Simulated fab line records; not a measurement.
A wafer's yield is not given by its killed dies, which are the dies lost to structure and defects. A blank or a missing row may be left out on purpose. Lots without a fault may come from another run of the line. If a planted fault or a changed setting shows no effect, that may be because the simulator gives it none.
Comparing a struck lot with a sound one	flow nand_harc	15 steps out of a route of 1159
Sound: wafers L614.1, L614.5, L614.6. Struck: wafers L623.1, L623.6. (L623.5 of the same lot was not struck and is left out.) The cause comes at the end.
At each step with rows: each side's tool, then ch and its chambers, then its first start. Under that, the readings that differ: sound wafers	struck wafers	difference of the means	sigmas: that difference in standard deviations of wafers without a fault.
alike: same words and numbers on both sides, and readings whose means sit less than 2 such deviations apart. not compared: any withheld reading, any reading some wafer has no value for, any bound like >300 that may hide the same value, and any number with overlapping values for which the record gives no deviation.
Wherever a step has rows on one side only, a row that says differs or no value, or a row with sigmas, the two part there. Numbers that have no deviation but don't overlap get no sigmas and don't part them. A reading that every wafer of one side lacks parts them only if that side has two wafers or more.

first, 1 step without rows for these wafers: NHARC_A_ONON_D1_DEP_03 (target thk 1000 nm).
NHARC_A_ONON_D1_THK_MEAS_05: measures by ellipsometry.
  sound on film_metro-02, day 9 09:31; struck on film_metro-01, day 11 04:16
reading	sound	struck	difference	sigmas
thk_nm (nm)	975 978 979	1009 1012	+33	+4
then, no rows for these wafers at 1 step: NHARC_A_ONON_D1_DEP_06 (target thk 1000 nm).
NHARC_A_ONON_D1_THK_MEAS_08: measures by ellipsometry.
  sound on film_metro-02, day 9 10:05; struck on film_metro-02, day 11 05:26
  alike: thk_nm
then, no rows for these wafers at 1 step: NHARC_A_ONON_D1_DEP_09 (target thk 1000 nm).
NHARC_A_ONON_D1_THK_MEAS_11: measures by ellipsometry.
  sound on film_metro-01, day 9 10:39; struck on film_metro-01, day 11 06:30
  alike: thk_nm
then, no rows for these wafers at 1 step: NHARC_A_ONON_D1_DEP_12 (target thk 1000 nm).
NHARC_A_ONON_D1_THK_MEAS_14: measures by ellipsometry.
  sound on film_metro-01, day 9 11:15; struck on film_metro-02, day 11 07:34
  alike: thk_nm
then, 2 steps without rows for these wafers: NHARC_A_ONON_D1_ANNEAL_15 (time 3600 s); NHARC_A_ONON_D1_DEP_16 (target thk 1000 nm).
NHARC_A_ONON_D1_THK_MEAS_18: measures by ellipsometry.
  sound on film_metro-02, day 9 18:20; struck on film_metro-02, day 11 14:35
  alike: thk_nm
NHARC_A_ONON_D1_DEP_19: target thk 1000 nm.
  sound on pecvd_onon-04 ch 0, day 9 18:23; struck on pecvd_onon-01 ch 0, day 11 14:38
NHARC_A_ONON_D1_THK_MEAS_21: measures by ellipsometry.
  sound on film_metro-02, day 9 18:54; struck on film_metro-01, day 11 15:09
reading	sound	struck	difference	sigmas
thk_nm (nm)	990 988 990	1543 1541	+553	+57
then, no rows for these wafers at 1 step: NHARC_A_ONON_D1_DEP_22 (target thk 1000 nm).
-- break in the record here, with 12 days between the starts of the struck wafers on either side (left off in module A_ONON_D1, picked up again in module END, where the first step shown is number 1159 on the route) --
NHARC_END_SORT_01:
  sound on prober-01 ch 0, day 20 17:43; struck on prober-01 ch 0, day 23 12:38
reading	sound	struck	difference	sigmas
killed_at_array	26 36 28	676 676	+646	+65
killed_dies	27 36 31	677 677	+646	+67
  alike: killed_at_other, killed_at_periphery, killed_open, killed_short

## WHERE THEY PART
Last at NHARC_END_SORT_01 as far as this record goes, first at NHARC_A_ONON_D1_THK_MEAS_05.

WHY: what the simulator had put in
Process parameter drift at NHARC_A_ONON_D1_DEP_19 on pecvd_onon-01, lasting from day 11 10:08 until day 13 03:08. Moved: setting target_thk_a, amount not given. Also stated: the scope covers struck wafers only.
